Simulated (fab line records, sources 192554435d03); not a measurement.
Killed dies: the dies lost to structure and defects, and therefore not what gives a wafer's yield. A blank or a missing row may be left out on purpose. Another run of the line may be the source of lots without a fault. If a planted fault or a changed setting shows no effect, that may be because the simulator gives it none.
A lot that was struck, set against a sound lot || flow n5Finfet || 15 steps out of a route of 1938
Sound: the wafers L853.1, L853.2, L853.3. Struck: wafer L868.2; the same lot's L868.1 was not struck, so it is left out; see the end for the cause.
Each step with rows lists, per side, the tool, then ch with its chambers, then its first start. Under that, the readings that differ: sound wafers || struck wafers || difference of the means || sigmas: that difference in standard deviations of wafers without a fault.
alike: same words and numbers on both sides, and readings whose means sit less than 2 such deviations apart. not compared: any withheld reading, any reading some wafer has no value for, any bound like >300 that may hide the same value, and any number with overlapping values for which the record gives no deviation.
Wherever a step has rows on one side only, a row that says differs or no value, or a row with sigmas, the two part there. When numbers do not overlap yet have no deviation, they are printed without sigmas and do not part them. A reading that every wafer of one side lacks parts them only if that side has two wafers or more.

first, 7 steps without rows for these wafers: N5_BEOL_M10_COAT_64 (time 60 s, resist thk 30 nm); N5_BEOL_M10_COAT_22 (resist thk 90 nm); N5_BEOL_M10_EBR_24; N5_BEOL_M10_SOFTBAKE_23 (time 60 s); N5_BEOL_M10_EXPOSE_25 (exposes mask V9); N5_BEOL_M10_PEB_26 (peb time 60 s); N5_BEOL_M10_DEVELOP_27 (develop time 30 s).
N5_BEOL_M10_CD_MEAS_28: the cd target is 70 nm.
  sound on cdSem-03 ch 0, day 10 11:19; struck on cdSem-03 ch 0, day 15 00:02
  alike: cdNm
N5_BEOL_M10_OVL_MEAS_29:
  sound on overlay-01 ch 0, day 10 11:21; struck on overlay-01 ch 0, day 15 00:04
  alike: V9_OVL
N5_BEOL_M10_INSPECT_30: inspects for defects (brightfield).
  struck on defectInspect-02, day 15 00:05; sound on defectInspect-02, day 10 11:23
  alike: rawDefectCount
N5_BEOL_M10_DESCUM_33: chemistry O2, time 7.9 s.
  sound on rieDiel-05 ch 1,2, day 10 11:25; struck on rieDiel-01 ch 0, day 15 00:08
{"reading": "oesProductAu (a.u.)", "sound": "0.69 0.70 0.69", "struck": 0.95, "difference": "+0.26", "sigmas": "+3"}
{"reading": "showerheadPlenumPTorr (Torr)", "sound": "1.98 2.08 1.98", "struck": 2.18, "difference": "+0.17", "sigmas": "+2"}
  alike: drypumpMotorCurrentA, rfVppV, throttleValvePct
  not compared: rfHoursCounterH
N5_BEOL_M10_ETCH_65: etches SiARC in CF4, target depth 39 nm, time 65 s.
  sound on rieDiel-05 ch 1,2, day 10 11:28; struck on rieDiel-01 ch 0, day 15 00:10
{"reading": "oesProductAu (a.u.)", "sound": "0.59 0.60 0.59", "struck": 0.80, "difference": "+0.21", "sigmas": "+3"}
{"reading": "throttleValvePct (%)", "sound": "15.93 15.69 15.93", "struck": 15.27, "difference": -0.58, "sigmas": -2}
  alike: drypumpMotorCurrentA, etchRfOnTimeS, rfVppV, showerheadPlenumPTorr
  not compared: rfHoursCounterH
N5_BEOL_M10_ETCH_66: etches SOC in N2/H2, target depth 120 nm, overetch 24 nm, time 180 s.
  sound on rieDiel-05 ch 1,2, day 10 11:32; struck on rieDiel-01 ch 0, day 15 00:13
{"reading": "oesProductAu (a.u.)", "sound": "0.57 0.58 0.56", "struck": 0.95, "difference": "+0.38", "sigmas": "+6"}
{"reading": "runLengthS (s)", "sound": "202.6 203.9 202.5", "struck": 162.1, "difference": -40.9, "sigmas": -89}
{"reading": "model.SiARC_of_BEOL_M10_COAT_64.thkNm (nm)", "sound": "22.8 23.4 23", "struck": 24.2, "difference": "+1.1", "sigmas": ""}
  alike: drypumpMotorCurrentA, rfVppV, showerheadPlenumPTorr, throttleValvePct
  not compared: rfHoursCounterH
then, 1 step without rows for these wafers: N5_BEOL_M10_STRIP_69 (strips in N2/H2).
N5_PASSIVATION_PROBE_49:
  sound wafers here have rows in the record (prober-02, day 12 21:38); struck ones have none

WHERE THEY PART
First at N5_BEOL_M10_DESCUM_33; last, within this record, at N5_PASSIVATION_PROBE_49.

WHY: the cause the simulator had injected
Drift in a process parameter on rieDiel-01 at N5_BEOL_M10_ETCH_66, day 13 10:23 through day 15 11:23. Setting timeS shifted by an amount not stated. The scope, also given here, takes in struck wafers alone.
